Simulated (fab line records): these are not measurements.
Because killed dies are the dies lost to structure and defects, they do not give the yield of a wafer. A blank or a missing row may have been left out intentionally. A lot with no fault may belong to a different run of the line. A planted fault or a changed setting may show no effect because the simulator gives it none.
fab line records | flow n5-finfet | part 1 of 2: steps 1 to 21 of 28
[record] lots = 5 | wafers = 15 | last-day = 15
route steps=1938 shown BEOL_M4@1043
lots that met no fault: taken from a fault-free run of the same line
start-h: start of the lot's first displayed wafer, in hours after the record's first day | wait-h: hours since the lot's step before | " same as the row above | L1.1+2: several wafers, shown together as one row | - no value, or no start given | * or withheld: withheld | < > ~ a bound
route shown NAME@n: a module of which the file shows steps, and the number in the route of the first | usual: mean and standard deviation over wafers with no fault | same: alike in all rows | chamber/n: place in a boat | sites: per-site readings | _std_site: standard deviation across them | _edge_site: inner sites' mean taken away from outer sites' mean | radius-mm: how far each site lies from the wafer's centre | mask NAME#n: copy n | behind: the tool/chamber that last shaped the wafer | hold: cause of the lot's hold/its duration in hours/its outcome | device: the transistor (n, p or np) that didn't switch | end of line: tests run on the same wafers once the route is complete | a step without rows: its recipe alone | killed: not the wafer's yield, but the dies lost to structure and defects at the first sort | map: the dies of a wafer, with x for killed, . for not killed, _ for no die there
set.NAME: the setting as run; set.NAME@STEP: as run at that earlier step | model.NAME: the simulator's own value behind a step, which no gauge read
lots seen at some steps along the route; tables by step, rows by wafer
services: the hour from which a tool's chamber was out of use, counted from the record's first day as start-h (under 0 if before that day), plus the number of hours and why
[[steps]]
[step N5_BEOL_M4_STRIP_66]
[recipe] chemistry = CF4 | resist = SiARC | power-w = 300 | bias-power-w = 75 | pressure-mtorr = 50 | cf4-flow-sccm = 150 | rf-frequency-hz = 6e+07
[usual] drypump-motor-current-A = 5.50/0.28 | oes-product-au = 0.79/0.078 | rf-vpp-V = 270.6/1.5 | showerhead-plenum-p-Torr = 1.77/0.059 | throttle-valve-pct = 13.59/0.26
lot.wafer | tool        | chamber | start-h | wait-h | drypump-motor-current-A | oes-product-au | rf-hours-counter-h | rf-vpp-V | showerhead-plenum-p-Torr | throttle-valve-pct
L076.2    | rie-diel-01 | 3       | 170.83  | 0.0    | 5.43                    | 0.72           | 172                | 271.2    | 1.78                     | 13.27
L076.3    | "           | 1       | "       | "      | 5.10                    | 0.82           | 71                 | 271.3    | 1.82                     | 13.44
L076.6    | "           | 1       | "       | "      | 5.12                    | 0.83           | -                  | 271.0    | 1.82                     | 13.44
L084.1    | rie-diel-02 | 3       | 223.13  | 0.0    | 5.40                    | 0.74           | 173                | 269.5    | 1.71                     | 13.90
L084.5    | "           | 2       | "       | "      | 5.79                    | 0.90           | -                  | 272.3    | 1.83                     | 13.27
L084.6    | "           | 3       | "       | "      | 5.39                    | 0.73           | -                  | 268.9    | 1.71                     | 13.90
L083.1    | rie-diel-01 | 0       | 229.42  | 0.0    | 5.45                    | 0.91           | 16                 | 271.2    | 1.75                     | 13.19
L083.3    | "           | 2       | "       | "      | 5.94                    | 0.80           | 98                 | 271.2    | 1.81                     | 13.81
L083.4    | "           | 1       | "       | "      | 5.10                    | 0.81           | 90                 | 273.4    | 1.81                     | 13.49
L088.1    | rie-diel-02 | 0       | 244.78  | 0.0    | 5.44                    | 0.67           | 221                | 269.9    | 1.71                     | 13.72
L088.2    | "           | 1       | "       | "      | 4.93                    | 0.92           | 18                 | 272.0    | 1.78                     | 13.33
L088.5    | "           | 2       | "       | "      | 5.78                    | 0.88           | -                  | 273.9    | 1.83                     | 13.27
L091.1    | rie-diel-01 | 3       | 254.75  | 0.0    | 5.44                    | 0.71           | 200                | 269.4    | 1.77                     | 13.32
L091.3    | "           | 1       | "       | "      | 5.10                    | 0.80           | 100                | 270.0    | 1.81                     | 13.51
L091.5    | "           | 1       | "       | "      | 5.09                    | 0.80           | -                  | 272.1    | 1.81                     | 13.50
[step N5_BEOL_M4_HM_OPEN_17]
[recipe] chemistry = Cl2/BCl3 | target-depth-a = 200 | overetch-a = 60 | target = TiN | mask-material = SOC | ion-energy-ev = 150 | pressure-mtorr = 10 | icp-w = 1000 | bias-w = 126 | Cl2_flow_sccm = 53.25 | bcl3-flow-sccm = 21.75 | Ar_flow_sccm = 25
[usual] drypump-motor-current-A = 6.0/0.46 | oes-product-au = 0.66/0.072 | throttle-valve-pct = 22.24/0.21
lot.wafer | tool         | chamber | start-h | wait-h | drypump-motor-current-A | oes-product-au | rf-hours-counter-h | throttle-valve-pct
L076.2    | rie-metal-01 | 1       | 170.87  | 0.0    | 5.9                     | 0.54           | 102                | 22.32
L076.3    | "            | 1       | "       | "      | 5.9                     | 0.54           | -                  | 22.33
L076.6    | "            | 0       | "       | "      | 4.9                     | 0.61           | -                  | 22.03
L084.1    | rie-metal-01 | 1       | 223.17  | 0.0    | 5.9                     | 0.53           | 107                | 22.34
L084.5    | "            | 0       | "       | "      | 4.9                     | 0.60           | -                  | 22.07
L084.6    | "            | 1       | "       | "      | 5.9                     | 0.53           | -                  | 22.33
L083.1    | rie-metal-03 | 1       | 229.46  | 0.0    | 6.7                     | 0.69           | 29                 | 22.21
L083.3    | "            | 0       | "       | "      | 5.9                     | 0.67           | -                  | 22.54
L083.4    | "            | 1       | "       | "      | 6.7                     | 0.69           | -                  | 22.24
L088.1    | rie-metal-02 | 1       | 244.82  | 0.0    | 6.1                     | 0.64           | 44                 | 21.98
L088.2    | "            | 0       | "       | "      | 6.0                     | 0.83           | 1                  | 22.18
L088.5    | "            | 0       | "       | "      | 6.0                     | 0.84           | -                  | 22.18
L091.1    | rie-metal-03 | 1       | 254.79  | 0.0    | 6.7                     | 0.69           | 31                 | 22.23
L091.3    | "            | 1       | "       | "      | 6.7                     | 0.69           | -                  | 22.19
L091.5    | "            | 1       | "       | "      | 6.7                     | 0.69           | -                  | 22.21
[step N5_BEOL_M4_STRIP_19]
[recipe] chemistry = O2 | power-w = 400 | temp-c = 40 | pressure-mtorr = 30 | rf-frequency-hz = 6e+07 | bias-power-w = 0 | overash-fraction = 0.2 | o2-flow-sccm = 225
[usual] drypump-motor-current-A = 5.51/0.29 | oes-product-au = 0.80/0.087 | rf-vpp-V = 3.6/0.41 | showerhead-plenum-p-Torr = 2.07/0.074 | throttle-valve-pct = 16.71/0.25
lot.wafer | tool        | chamber | start-h | wait-h | drypump-motor-current-A | oes-product-au | rf-hours-counter-h | rf-vpp-V | showerhead-plenum-p-Torr | throttle-valve-pct
L076.2    | rie-diel-02 | 0       | 170.98  | 0.1    | 5.48                    | 0.70           | 198                | 3.3      | 2.00                     | 16.77
L076.3    | "           | 2       | "       | "      | 5.80                    | 0.97           | 1                  | 4.1      | 2.15                     | 16.35
L076.6    | "           | 0       | "       | "      | 5.47                    | 0.69           | -                  | 2.6      | 2.00                     | 16.75
L084.1    | rie-diel-01 | 2       | 223.34  | 0.1    | 5.94                    | 0.83           | 96                 | 3.5      | 2.13                     | 16.97
L084.5    | "           | 1       | "       | "      | 5.09                    | 0.82           | -                  | 3.6      | 2.12                     | 16.60
L084.6    | "           | 2       | "       | "      | 5.96                    | 0.83           | -                  | 4.2      | 2.13                     | 16.99
L083.1    | rie-diel-02 | 2       | 229.58  | 0.1    | 5.79                    | 0.90           | 21                 | 3.0      | 2.14                     | 16.38
L083.3    | "           | 1       | "       | "      | 4.90                    | 0.95           | 13                 | 3.9      | 2.05                     | 16.30
L083.4    | "           | 3       | "       | "      | 5.40                    | 0.72           | 176                | 3.7      | 2.03                     | 17.20
L088.1    | rie-diel-02 | 0       | 244.93  | 0.1    | 5.47                    | 0.70           | 221                | 4.3      | 1.99                     | 16.79
L088.2    | "           | 3       | "       | "      | 5.41                    | 0.73           | 180                | 3.6      | 2.03                     | 17.18
L088.5    | "           | 1       | "       | "      | 4.92                    | 0.95           | -                  | 4.1      | 2.05                     | 16.33
L091.1    | rie-diel-03 | 3       | 254.90  | 0.1    | 5.77                    | 0.85           | 56                 | 4.0      | 2.06                     | 16.73
L091.3    | "           | 1       | "       | "      | 5.71                    | 0.74           | 154                | 3.9      | 2.00                     | 16.80
L091.5    | "           | 2       | "       | "      | 5.56                    | 0.72           | -                  | 3.4      | 1.88                     | 16.83
[step N5_BEOL_M4_CD_MEAS_18]
[recipe] pitch-nm = 36 | target-cd-nm = 18
[usual] cd-nm = 17.9/0.33
lot.wafer | tool      | chamber | start-h | wait-h | cd-nm
L076.2    | cd-sem-02 | -       | 171.05  | 0.1    | 17.7
L076.3    | "         | -       | "       | "      | 17.8
L076.6    | "         | -       | "       | "      | 17.5
L084.1    | cd-sem-01 | -       | 223.41  | 0.0    | 17.9
L084.5    | "         | -       | "       | "      | 18.1
L084.6    | "         | -       | "       | "      | 17.8
L083.1    | cd-sem-02 | -       | 229.65  | 0.0    | 18.0
L083.3    | "         | -       | "       | "      | 18.0
L083.4    | "         | -       | "       | "      | 18.2
L088.1    | cd-sem-02 | -       | 245.00  | 0.0    | 17.6
L088.2    | "         | -       | "       | "      | 17.6
L088.5    | "         | -       | "       | "      | 18.3
L091.1    | cd-sem-02 | -       | 254.97  | 0.0    | 17.5
L091.3    | "         | -       | "       | "      | 17.8
L091.5    | "         | -       | "       | "      | 17.8
[step N5_BEOL_M4_COAT_67]
[recipe] resist = SOC | temp-c = 250 | time-s = 60 | spin-rpm = 1500 | resist-thk-nm = 60
lot.wafer  | tool           | chamber | start-h | wait-h
L076.2+3+6 | litho-track-05 | 0       | 171.09  | 0.0
L084.1+5+6 | litho-track-03 | 0       | 223.44  | 0.0
L083.1+3+4 | litho-track-03 | 0       | 229.69  | 0.0
L088.1+2+5 | litho-track-05 | 0       | 245.04  | 0.0
L091.1+3+5 | litho-track-03 | 0       | 255.01  | 0.0
[step N5_BEOL_M4_COAT_68]
[recipe] resist = SiARC | temp-c = 220 | time-s = 60 | spin-rpm = 1500 | resist-thk-nm = 12
lot.wafer  | tool           | chamber | start-h | wait-h
L076.2+3+6 | litho-track-05 | 0       | -       | -
L084.1+5+6 | litho-track-03 | 0       | -       | -
L083.1+3+4 | litho-track-03 | 0       | -       | -
L088.1+2+5 | litho-track-05 | 0       | -       | -
L091.1+3+5 | litho-track-03 | 0       | -       | -
[step N5_BEOL_M4_COAT_76]
[recipe] resist = underlayer | temp-c = 205 | time-s = 60 | spin-rpm = 1500 | resist-thk-nm = 5
lot.wafer  | tool           | chamber | start-h | wait-h
L076.2+3+6 | litho-track-05 | 0       | -       | -
L084.1+5+6 | litho-track-03 | 0       | -       | -
L083.1+3+4 | litho-track-03 | 0       | -       | -
L088.1+2+5 | litho-track-05 | 0       | -       | -
L091.1+3+5 | litho-track-03 | 0       | -       | -
[step N5_BEOL_M4_COAT_22]
[recipe] resist = CAR-EUV | spin-rpm = 1500 | resist-thk-nm = 30
lot.wafer  | tool           | chamber | start-h | wait-h
L076.2+3+6 | litho-track-05 | 0       | -       | -
L084.1+5+6 | litho-track-03 | 0       | -       | -
L083.1+3+4 | litho-track-03 | 0       | -       | -
L088.1+2+5 | litho-track-05 | 0       | -       | -
L091.1+3+5 | litho-track-03 | 0       | -       | -
[step N5_BEOL_M4_EBR_24]
[recipe] solvent = PGMEA | ebr-width-mm = 1.5
[same] ebr-width-mm = 1.5
lot.wafer  | tool           | chamber | start-h | wait-h
L076.2+3+6 | litho-track-05 | 0       | -       | -
L084.1+5+6 | litho-track-03 | 0       | -       | -
L083.1+3+4 | litho-track-03 | 0       | -       | -
L088.1+2+5 | litho-track-05 | 0       | -       | -
L091.1+3+5 | litho-track-03 | 0       | -       | -
[step N5_BEOL_M4_SOFTBAKE_23]
[recipe] temp-c = 110 | time-s = 60 | resist = CAR-EUV
lot.wafer  | tool           | chamber | start-h | wait-h
L076.2+3+6 | litho-track-05 | 0       | -       | -
L084.1+5+6 | litho-track-03 | 0       | -       | -
L083.1+3+4 | litho-track-03 | 0       | -       | -
L088.1+2+5 | litho-track-05 | 0       | -       | -
L091.1+3+5 | litho-track-03 | 0       | -       | -
[step N5_BEOL_M4_EXPOSE_25]
[recipe] mask-id = V3 | na = 0.33 | source-shape = quasar | sigma-inner = 0.2 | sigma-outer = 0.8 | polarization = unpolarized | defocus-nm = 5 | dose-mj = 63
lot.wafer  | tool           | chamber | start-h | wait-h | mask
L076.2+3+6 | euv-scanner-01 | 0       | 171.37  | -      | V3#0
L084.1+5+6 | euv-scanner-01 | 0       | 223.58  | -      | V3#0
L083.1+3+4 | euv-scanner-02 | 0       | 229.95  | -      | V3#0
L088.1+2+5 | euv-scanner-02 | 0       | 245.17  | -      | V3#0
L091.1+3+5 | euv-scanner-02 | 0       | 255.15  | -      | V3#0
[step N5_BEOL_M4_PEB_26]
[recipe] peb-temp-c = 100 | peb-time-s = 60 | resist = CAR-EUV
lot.wafer  | tool           | chamber | start-h | wait-h
L076.2+3+6 | litho-track-05 | 0       | 171.44  | 0.1
L084.1+5+6 | litho-track-04 | 0       | 223.66  | 0.1
L083.1+3+4 | litho-track-04 | 0       | 230.03  | 0.1
L088.1+2+5 | litho-track-05 | 0       | 245.25  | 0.1
L091.1+3+5 | litho-track-03 | 0       | 255.22  | 0.1
[step N5_BEOL_M4_DEVELOP_27]
[recipe] develop-time-s = 30 | developer = TMAH | resist = CAR-EUV | rinse-liquid = surfactant-rinse | dry = air-spin | dev-temp-c = 23
lot.wafer  | tool           | chamber | start-h | wait-h
L076.2+3+6 | litho-track-05 | 0       | -       | -
L084.1+5+6 | litho-track-04 | 0       | -       | -
L083.1+3+4 | litho-track-04 | 0       | -       | -
L088.1+2+5 | litho-track-05 | 0       | -       | -
L091.1+3+5 | litho-track-03 | 0       | -       | -
[step N5_BEOL_M4_CD_MEAS_28]
[recipe] target-cd-nm = 26.2 | landing-energy-ev = 500 | detector = se-inlens | target-cd-y-nm = 24.1 | polarity = opening
[usual] cd-nm = 26.21/0.21
lot.wafer | tool      | chamber | start-h | wait-h | cd-nm
L076.2    | cd-sem-02 | 0       | 171.51  | -      | 25.74
L076.3    | "         | 0       | "       | "      | 26.26
L076.6    | "         | 0       | "       | "      | 26.12
L084.1    | cd-sem-03 | 0       | 223.73  | -      | 26.68
L084.5    | "         | 0       | "       | "      | 26.31
L084.6    | "         | 0       | "       | "      | 26.21
L083.1    | cd-sem-02 | 0       | 230.10  | -      | 26.05
L083.3    | "         | 0       | "       | "      | 26.14
L083.4    | "         | 0       | "       | "      | 26.26
L088.1    | cd-sem-02 | 0       | 245.32  | -      | 25.69
L088.2    | "         | 0       | "       | "      | 26.35
L088.5    | "         | 0       | "       | "      | 26.31
L091.1    | cd-sem-03 | 0       | 255.29  | -      | 26.64
L091.3    | "         | 0       | "       | "      | 26.37
L091.5    | "         | 0       | "       | "      | 26.33
[step N5_BEOL_M4_OVL_MEAS_29]
[recipe] points-per-wafer = 522
[usual] V3_OVL = 0.2/0.63
lot.wafer | tool       | chamber | start-h | wait-h | V3_OVL[nm]
L076.2    | overlay-01 | 0       | 171.54  | 0.0    | -0.4
L076.3    | "          | 0       | "       | "      | 0.4
L076.6    | "          | 0       | "       | "      | 0.4
L084.1    | overlay-02 | 0       | 223.76  | 0.0    | 0.6
L084.5    | "          | 0       | "       | "      | 0.3
L084.6    | "          | 0       | "       | "      | 0.4
L083.1    | overlay-01 | 0       | 230.13  | 0.0    | 0.2
L083.3    | "          | 0       | "       | "      | 0.4
L083.4    | "          | 0       | "       | "      | -0.1
L088.1    | overlay-01 | 0       | 245.35  | 0.0    | 0.2
L088.2    | "          | 0       | "       | "      | 0.3
L088.5    | "          | 0       | "       | "      | -0.2
L091.1    | overlay-01 | 0       | 255.32  | 0.0    | -0.4
L091.3    | "          | 0       | "       | "      | 0.2
L091.5    | "          | 0       | "       | "      | -0.9
[step N5_BEOL_M4_INSPECT_30]
[recipe] mode = adi | inspect-instrument = brightfield
[usual] raw-defect-count = 448/90
lot.wafer | tool              | chamber | start-h | wait-h | raw-defect-count
L076.2    | defect-inspect-02 | -       | 171.60  | 0.0    | 495
L076.3    | "                 | -       | "       | "      | 446
L076.6    | "                 | -       | "       | "      | 479
L084.1    | defect-inspect-02 | -       | 223.81  | 0.1    | 391
L084.5    | "                 | -       | "       | "      | 357
L084.6    | "                 | -       | "       | "      | 362
L083.1    | defect-inspect-02 | -       | 230.18  | 0.1    | 432
L083.3    | "                 | -       | "       | "      | 360
L083.4    | "                 | -       | "       | "      | 509
L088.1    | defect-inspect-02 | -       | 245.41  | 0.1    | 546
L088.2    | "                 | -       | "       | "      | 371
L088.5    | "                 | -       | "       | "      | 637
L091.1    | defect-inspect-01 | -       | 255.38  | 0.1    | 284
L091.3    | "                 | -       | "       | "      | 378
L091.5    | "                 | -       | "       | "      | 378
[step N5_BEOL_M4_DESCUM_33]
[recipe] chemistry = O2 | time-s = 7 | source-power-w = 50 | bias-power-w = 20 | pressure-mtorr = 20 | rf-frequency-hz = 2.712e+07 | temp-c = 40 | resist = CAR-EUV | o2-flow-sccm = 225
[usual] drypump-motor-current-A = 5.50/0.28 | oes-product-au = 0.79/0.091 | rf-vpp-V = 242.6/1.4 | showerhead-plenum-p-Torr = 2.05/0.078 | throttle-valve-pct = 20.52/0.27
lot.wafer | tool        | chamber | start-h | wait-h | drypump-motor-current-A | oes-product-au | rf-hours-counter-h | rf-vpp-V | showerhead-plenum-p-Torr | throttle-valve-pct
L076.2    | rie-diel-02 | 2       | 171.74  | 0.1    | 5.80                    | 0.97           | 2                  | 244.7    | 2.14                     | 20.12
L076.3    | "           | 0       | "       | "      | 5.41                    | 0.71           | 199                | 241.7    | 2.00                     | 20.51
L076.6    | "           | 2       | "       | "      | 5.78                    | 0.98           | -                  | 243.3    | 2.14                     | 20.11
L084.1    | rie-diel-01 | 0       | 223.88  | 0.1    | 5.45                    | 0.94           | 14                 | 241.0    | 2.07                     | 20.36
L084.5    | "           | 2       | "       | "      | 5.95                    | 0.83           | -                  | 244.1    | 2.13                     | 20.76
L084.6    | "           | 3       | "       | "      | 5.43                    | 0.72           | -                  | 241.9    | 2.08                     | 20.11
L083.1    | rie-diel-02 | 2       | 230.22  | 0.0    | 5.79                    | 0.90           | 21                 | 244.5    | 2.13                     | 20.15
L083.3    | "           | 1       | "       | "      | 4.93                    | 0.96           | 13                 | 243.9    | 2.05                     | 20.08
L083.4    | "           | 0       | "       | "      | 5.48                    | 0.69           | 217                | 241.2    | 1.99                     | 20.54
L088.1    | rie-diel-02 | 0       | 245.44  | 0.0    | 5.48                    | 0.68           | 221                | 240.1    | 1.99                     | 20.54
L088.2    | "           | 3       | "       | "      | 5.39                    | 0.74           | 180                | 241.8    | 2.02                     | 21.02
L088.5    | "           | 3       | "       | "      | 5.39                    | 0.73           | -                  | 241.3    | 2.02                     | 21.01
L091.1    | rie-diel-03 | 1       | 255.41  | 0.0    | 5.70                    | 0.75           | 154                | 242.4    | 2.00                     | 20.54
L091.3    | "           | 2       | "       | "      | 5.58                    | 0.72           | 212                | 242.8    | 1.88                     | 20.52
L091.5    | "           | 1       | "       | "      | 5.68                    | 0.74           | -                  | 241.3    | 2.00                     | 20.56
[step N5_BEOL_M4_ETCH_77]
[recipe] chemistry = N2/H2 | target = underlayer | target-depth-a = 65 | mask-material = CAR-EUV | time-s = 5.2 | ion-energy-ev = 200 | pressure-mtorr = 30 | source-w = 840 | bias-w = 150 | n2-flow-sccm = 200 | h2-flow-sccm = 200 | ends = cleared
[usual] drypump-motor-current-A = 5.50/0.28 | etch-rf-on-time-s = 5.12/0.14 | oes-product-au = 0.68/0.08 | rf-vpp-V = 522.3/2.7 | showerhead-plenum-p-Torr = 2.48/0.093 | throttle-valve-pct = 17.89/0.25
lot.wafer | tool        | chamber | start-h | wait-h | drypump-motor-current-A | etch-rf-on-time-s | oes-product-au | rf-hours-counter-h | rf-vpp-V | showerhead-plenum-p-Torr | throttle-valve-pct
L076.2    | rie-diel-02 | 2       | 171.77  | 0.0    | 5.77                    | 5.28              | 0.82           | 2                  | 525.6    | 2.60                     | 17.56
L076.3    | "           | 0       | "       | "      | 5.46                    | 5.16              | 0.60           | 199                | 520.6    | 2.42                     | 17.93
L076.6    | "           | 2       | "       | "      | 5.81                    | 5.21              | 0.82           | -                  | 524.9    | 2.60                     | 17.55
L084.1    | rie-diel-01 | 0       | 223.92  | 0.0    | 5.48                    | 4.96              | 0.81           | 14                 | 521.2    | 2.49                     | 17.55
L084.5    | "           | 2       | "       | "      | 5.91                    | 5.03              | 0.71           | -                  | 525.8    | 2.57                     | 18.07
L084.6    | "           | 3       | "       | "      | 5.40                    | 5.08              | 0.62           | -                  | 523.8    | 2.54                     | 17.65
L083.1    | rie-diel-02 | 2       | 230.25  | 0.0    | 5.77                    | 5.22              | 0.77           | 21                 | 525.5    | 2.59                     | 17.58
L083.3    | "           | 1       | "       | "      | 4.94                    | 5.04              | 0.82           | 13                 | 522.4    | 2.48                     | 17.43
L083.4    | "           | 0       | "       | "      | 5.47                    | 5.20              | 0.58           | 217                | 520.2    | 2.41                     | 17.97
L088.1    | rie-diel-02 | 0       | 245.48  | 0.0    | 5.44                    | 5.10              | 0.59           | 221                | 520.7    | 2.41                     | 17.97
L088.2    | "           | 3       | "       | "      | 5.41                    | 5.38              | 0.62           | 180                | 521.9    | 2.42                     | 18.29
L088.5    | "           | 3       | "       | "      | 5.38                    | 5.39              | 0.61           | -                  | 522.7    | 2.42                     | 18.28
L091.1    | rie-diel-03 | 1       | 255.45  | 0.0    | 5.70                    | 5.11              | 0.64           | 154                | 520.3    | 2.42                     | 17.92
L091.3    | "           | 2       | "       | "      | 5.58                    | 5.17              | 0.62           | 212                | 517.5    | 2.29                     | 17.91
L091.5    | "           | 1       | "       | "      | 5.68                    | 5.13              | 0.65           | -                  | 522.0    | 2.42                     | 17.94
[step N5_BEOL_M4_ETCH_69]
[recipe] chemistry = CF4 | target = SiARC | target-depth-a = 156 | mask-material = CAR-EUV | time-s = 26 | ion-energy-ev = 80 | pressure-mtorr = 40 | source-w = 545 | bias-w = 36 | Ar_flow_sccm = 100 | cf4-flow-sccm = 100 | ends = cleared
[usual] drypump-motor-current-A = 5.49/0.28 | etch-rf-on-time-s = 25.6/0.65 | oes-product-au = 0.68/0.08 | rf-vpp-V = 183.5/1.2 | showerhead-plenum-p-Torr = 2.10/0.072 | throttle-valve-pct = 15.67/0.23
lot.wafer | tool        | chamber | start-h | wait-h | drypump-motor-current-A | etch-rf-on-time-s | oes-product-au | rf-hours-counter-h | rf-vpp-V | showerhead-plenum-p-Torr | throttle-valve-pct
L076.2    | rie-diel-02 | 2       | 171.79  | 0.0    | 5.82                    | 26.0              | 0.83           | 2                  | 184.0    | 2.20                     | 15.31
L076.3    | "           | 0       | "       | "      | 5.39                    | 25.4              | 0.60           | 199                | 184.3    | 2.05                     | 15.69
L076.6    | "           | 2       | "       | "      | 5.83                    | 25.9              | 0.82           | -                  | 184.8    | 2.20                     | 15.29
L084.1    | rie-diel-01 | 0       | 223.93  | 0.0    | 5.41                    | 24.6              | 0.81           | 14                 | 182.6    | 2.10                     | 15.28
L084.5    | "           | 2       | "       | "      | 5.95                    | 25.2              | 0.70           | -                  | 185.2    | 2.15                     | 15.79
L084.6    | "           | 3       | "       | "      | 5.40                    | 25.6              | 0.62           | -                  | 185.2    | 2.13                     | 15.34
L083.1    | rie-diel-02 | 2       | 230.27  | 0.0    | 5.79                    | 26.0              | 0.78           | 21                 | 186.6    | 2.19                     | 15.34
L083.3    | "           | 1       | "       | "      | 4.91                    | 25.2              | 0.83           | 13                 | 183.4    | 2.12                     | 15.37
L083.4    | "           | 0       | "       | "      | 5.42                    | 25.4              | 0.59           | 217                | 183.5    | 2.04                     | 15.73
L088.1    | rie-diel-02 | 0       | 245.49  | 0.0    | 5.44                    | 25.5              | 0.59           | 221                | 182.1    | 2.04                     | 15.72
L088.2    | "           | 3       | "       | "      | 5.38                    | 26.8              | 0.62           | 180                | 182.8    | 2.05                     | 15.96
L088.5    | "           | 3       | "       | "      | 5.41                    | 27.2              | 0.62           | -                  | 182.9    | 2.05                     | 15.98
L091.1    | rie-diel-03 | 1       | 255.47  | 0.0    | 5.74                    | 25.8              | 0.63           | 154                | 185.5    | 2.05                     | 15.76
L091.3    | "           | 2       | "       | "      | 5.56                    | 26.3              | 0.62           | 212                | 180.9    | 1.96                     | 15.91
L091.5    | "           | 1       | "       | "      | 5.68                    | 26.1              | 0.64           | -                  | 184.6    | 2.05                     | 15.75
[step N5_BEOL_M4_ALD_98]
[recipe] material = SiO2 | target-thk-a = 25 | temp-c = 100 | ald-precursor-family = BDEAS | ald-co-reactant = O2-plasma | pulse-time-s = 1 | co-reactant-pulse-time-s = 1 | purge-time-s = 2 | co-reactant-purge-time-s = 2 | ald-cycles = 17 | pressure-torr = 2
[usual] heater-power-w = 76/6.4 | precursor-pulse-height-rel = 1.003/0.02
[same] co-reactant-purge-time-s = 2
lot.wafer | tool       | chamber | start-h | wait-h | heater-power-w | precursor-pulse-height-rel | since-wet-clean-h
L076.2    | ald-sin-04 | 0       | 171.87  | 0.1    | 88             | 0.986                      | 164
L076.3    | "          | 1       | "       | "      | 86             | 1.002                      | 164
L076.6    | "          | 1       | "       | "      | 86             | 0.997                      | -
L084.1    | ald-sin-04 | 0       | 224.11  | 0.2    | 87             | 1.032                      | 216
L084.5    | "          | 2       | "       | "      | 75             | 1.005                      | -
L084.6    | "          | 3       | "       | "      | 74             | 0.986                      | -
L083.1    | ald-sin-04 | 0       | 230.35  | 0.1    | 86             | 0.983                      | 223
L083.3    | "          | 3       | "       | "      | 74             | 1.043                      | 223
L083.4    | "          | 1       | "       | "      | 88             | 1.013                      | 223
L088.1    | ald-sin-01 | 2       | 245.72  | 0.2    | 71             | 0.975                      | 53
L088.2    | "          | 3       | "       | "      | 68             | 1.013                      | 53
L088.5    | "          | 1       | "       | "      | 71             | 1.051                      | -
L091.1    | ald-sin-04 | 3       | 255.55  | 0.1    | 75             | 0.997                      | 248
L091.3    | "          | 0       | "       | "      | 85             | 1.017                      | 248
L091.5    | "          | 1       | "       | "      | 89             | 1.035                      | -
[step N5_BEOL_M4_ETCHBACK_99]
[recipe] chemistry = CHF3 | target = SiO2 | target-depth-a = 50 | time-s = 10.4 | source-w = 215 | bias-w = 47 | Ar_flow_sccm = 200 | CHF3_flow_sccm = 12 | ion-energy-ev = 100 | pressure-mtorr = 30
[usual] drypump-motor-current-A = 5.45/0.29 | oes-product-au = 0.81/0.096 | rf-vpp-V = 240/3.9 | showerhead-plenum-p-Torr = 2.12/0.067 | throttle-valve-pct = 17.08/0.23
lot.wafer | tool        | chamber | start-h | wait-h | drypump-motor-current-A | oes-product-au | rf-hours-counter-h | rf-vpp-V | showerhead-plenum-p-Torr | throttle-valve-pct
L076.2    | rie-diel-03 | 2       | 171.99  | 0.1    | 5.57                    | 0.74           | 183                | 242      | 1.97                     | 17.31
L076.3    | "           | 1       | "       | "      | 5.69                    | 0.78           | 125                | 247      | 2.05                     | 17.07
L076.6    | "           | 1       | "       | "      | 5.74                    | 0.78           | -                  | 248      | 2.05                     | 17.07
L084.1    | rie-diel-01 | 1       | 225.33  | 1.2    | 5.10                    | 0.83           | 89                 | 243      | 2.19                     | 17.10
L084.5    | "           | 2       | "       | "      | 5.96                    | 0.82           | -                  | 235      | 2.15                     | 17.21
L084.6    | "           | 3       | "       | "      | 5.41                    | 0.73           | -                  | 242      | 2.15                     | 16.86
L083.1    | rie-diel-02 | 0       | 235.34  | 4.9    | 5.43                    | 0.68           | 218                | 240      | 2.04                     | 17.16
L083.3    | "           | 1       | "       | "      | 4.91                    | 0.96           | 14                 | 246      | 2.12                     | 16.82
L083.4    | "           | 3       | "       | "      | 5.39                    | 0.73           | 176                | 235      | 2.07                     | 17.51
L088.1    | rie-diel-01 | 0       | 248.45  | 2.7    | 5.44                    | 0.93           | 23                 | 238      | 2.11                     | 16.81
L088.2    | "           | 3       | "       | "      | 5.44                    | 0.72           | 198                | 241      | 2.15                     | 16.87
L088.5    | "           | 2       | "       | "      | 5.91                    | 0.82           | -                  | 236      | 2.15                     | 17.23
L091.1    | rie-diel-01 | 0       | 257.35  | 1.8    | 5.44                    | 0.92           | 27                 | 238      | 2.11                     | 16.83
L091.3    | "           | 3       | "       | "      | 5.44                    | 0.72           | 202                | 241      | 2.15                     | 16.88
L091.5    | "           | 3       | "       | "      | 5.44                    | 0.72           | -                  | 242      | 2.15                     | 16.87
